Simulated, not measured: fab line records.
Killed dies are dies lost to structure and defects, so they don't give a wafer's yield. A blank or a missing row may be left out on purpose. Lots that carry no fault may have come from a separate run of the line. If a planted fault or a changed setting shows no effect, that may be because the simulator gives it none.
Lot-split experiment :: flow n5 finfet :: 7 lots, 21 wafers read, on a route of 1938 steps

ON THE SPLIT
At N5_SD_EPI_N_ETCH_16 (etches SiO2 in CHF3/O2, target depth 5 nm), the setting target depth a was moved away from the recipe's 50 angstrom on 3 of the 21 wafers read, by +4.6% to +11.9%. All remaining wafers had this setting at the recipe value.

Reading taken at the split's own step.

THE READING
etch.depth nm (the simulator's own value, which no gauge read), in nm, at N5_SD_EPI_N_ETCH_16 (etches SiO2 in CHF3/O2, target depth 5 nm). No usual value for it is given in the file. Here, 18 wafers ran the recipe; their average is 4.934 nm with a standard deviation of 0.12 nm.

wafer: L078.1
tool, chamber at the split: rie diel-02, 1
target depth a as run, angstrom: 50
against the recipe: recipe
etch.depth nm, nm: 4.911
against lot-mates on the recipe: -

wafer: L078.3
tool, chamber at the split: rie diel-02, 3
target depth a as run, angstrom: 50
against the recipe: recipe
etch.depth nm, nm: 5.093
against lot-mates on the recipe: -

wafer: L078.4
tool, chamber at the split: rie diel-02, 2
target depth a as run, angstrom: 55.95
against the recipe: +11.9%
etch.depth nm, nm: 5.796
against lot-mates on the recipe: +0.794

wafer: L079.2
tool, chamber at the split: rie diel-02, 3
target depth a as run, angstrom: 50
against the recipe: recipe
etch.depth nm, nm: 5.111
against lot-mates on the recipe: -

wafer: L079.5
tool, chamber at the split: rie diel-02, 0
target depth a as run, angstrom: 50
against the recipe: recipe
etch.depth nm, nm: 4.813
against lot-mates on the recipe: -

wafer: L079.6
tool, chamber at the split: rie diel-02, 1
target depth a as run, angstrom: 50
against the recipe: recipe
etch.depth nm, nm: 4.822
against lot-mates on the recipe: -

wafer: L081.3
tool, chamber at the split: rie diel-05, 1
target depth a as run, angstrom: 50
against the recipe: recipe
etch.depth nm, nm: 4.764
against lot-mates on the recipe: -

wafer: L081.5
tool, chamber at the split: rie diel-05, 2
target depth a as run, angstrom: 50
against the recipe: recipe
etch.depth nm, nm: 4.977
against lot-mates on the recipe: -

wafer: L081.6
tool, chamber at the split: rie diel-05, 3
target depth a as run, angstrom: 53.71
against the recipe: +7.4%
etch.depth nm, nm: 5.359
against lot-mates on the recipe: +0.489

wafer: L083.3
tool, chamber at the split: rie diel-05, 2
target depth a as run, angstrom: 50
against the recipe: recipe
etch.depth nm, nm: 4.972
against lot-mates on the recipe: -

wafer: L083.4
tool, chamber at the split: rie diel-05, 1
target depth a as run, angstrom: 50
against the recipe: recipe
etch.depth nm, nm: 4.785
against lot-mates on the recipe: -

wafer: L083.5
tool, chamber at the split: rie diel-05, 2
target depth a as run, angstrom: 52.3
against the recipe: +4.6%
etch.depth nm, nm: 5.264
against lot-mates on the recipe: +0.385

wafer: L085.3
tool, chamber at the split: rie diel-02, 0
target depth a as run, angstrom: 50
against the recipe: recipe
etch.depth nm, nm: 4.842
against lot-mates on the recipe: -

wafer: L085.4
tool, chamber at the split: rie diel-02, 3
target depth a as run, angstrom: 50
against the recipe: recipe
etch.depth nm, nm: 5.111
against lot-mates on the recipe: -

wafer: L085.5
tool, chamber at the split: rie diel-02, 0
target depth a as run, angstrom: 50
against the recipe: recipe
etch.depth nm, nm: 4.812
against lot-mates on the recipe: -

wafer: L090.1
tool, chamber at the split: rie diel-04, 2
target depth a as run, angstrom: 50
against the recipe: recipe
etch.depth nm, nm: 4.997
against lot-mates on the recipe: -

wafer: L090.3
tool, chamber at the split: rie diel-04, 3
target depth a as run, angstrom: 50
against the recipe: recipe
etch.depth nm, nm: 4.984
against lot-mates on the recipe: -

wafer: L090.4
tool, chamber at the split: rie diel-04, 0
target depth a as run, angstrom: 50
against the recipe: recipe
etch.depth nm, nm: 4.972
against lot-mates on the recipe: -

wafer: L095.4
tool, chamber at the split: rie diel-02, 0
target depth a as run, angstrom: 50
against the recipe: recipe
etch.depth nm, nm: 4.858
against lot-mates on the recipe: -

wafer: L095.5
tool, chamber at the split: rie diel-02, 1
target depth a as run, angstrom: 50
against the recipe: recipe
etch.depth nm, nm: 4.854
against lot-mates on the recipe: -

wafer: L095.6
tool, chamber at the split: rie diel-02, 2
target depth a as run, angstrom: 50
against the recipe: recipe
etch.depth nm, nm: 5.131
against lot-mates on the recipe: -

THE FIT
A straight line over all 21 wafers: etch.depth nm changes by +0.0687 nm for each +1% of target depth a; r = +0.88; the points scatter about the line by 0.12 nm.
The same after taking each lot's own level away (the mean of its wafers on the recipe; 21 wafers): +0.0679 nm for each +1%; r = +0.89; scatter 0.11 nm.
According to that fit, moving target depth a by its largest amount changes the reading by 0.81 nm.
From 4.8705 to 5.0020 nm: that is the span of the lots' own levels, equal to 1.1 times the standard deviation above.
The two slopes are in agreement: the lot-to-lot level therefore moves the slope only a little.
Check: with one of the wafers moved furthest among these (+11.9%) left out of the fit, the line predicts +0.842 nm for it against its lot-mates. It came out at +0.794 nm against them.

OTHER SPLITS ON THESE WAFERS
These wafers also went through other splits before the reading. Each is held against what the fit with the lots' levels taken away leaves over:
other split on the same wafers: N5_FIN_CUT_COAT_18 spin rpm
wafers away from the commonest value: 5
r with etch.depth nm (lot level and that fit taken away): +0.17

other split on the same wafers: N5_FIN_CUT_EXPOSE_05 dose mj
wafers away from the commonest value: 6
r with etch.depth nm (lot level and that fit taken away): -0.38

other split on the same wafers: N5_DUMMY_GATE_COAT_28 spin rpm
wafers away from the commonest value: 6
r with etch.depth nm (lot level and that fit taken away): +0.25

other split on the same wafers: N5_DUMMY_GATE_COAT_09 spin rpm
wafers away from the commonest value: 8
r with etch.depth nm (lot level and that fit taken away): +0.12

THE FILE'S OWN FIT
etch.depth nm changes by +0.0681 nm for each +1% of target depth a, r = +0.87.
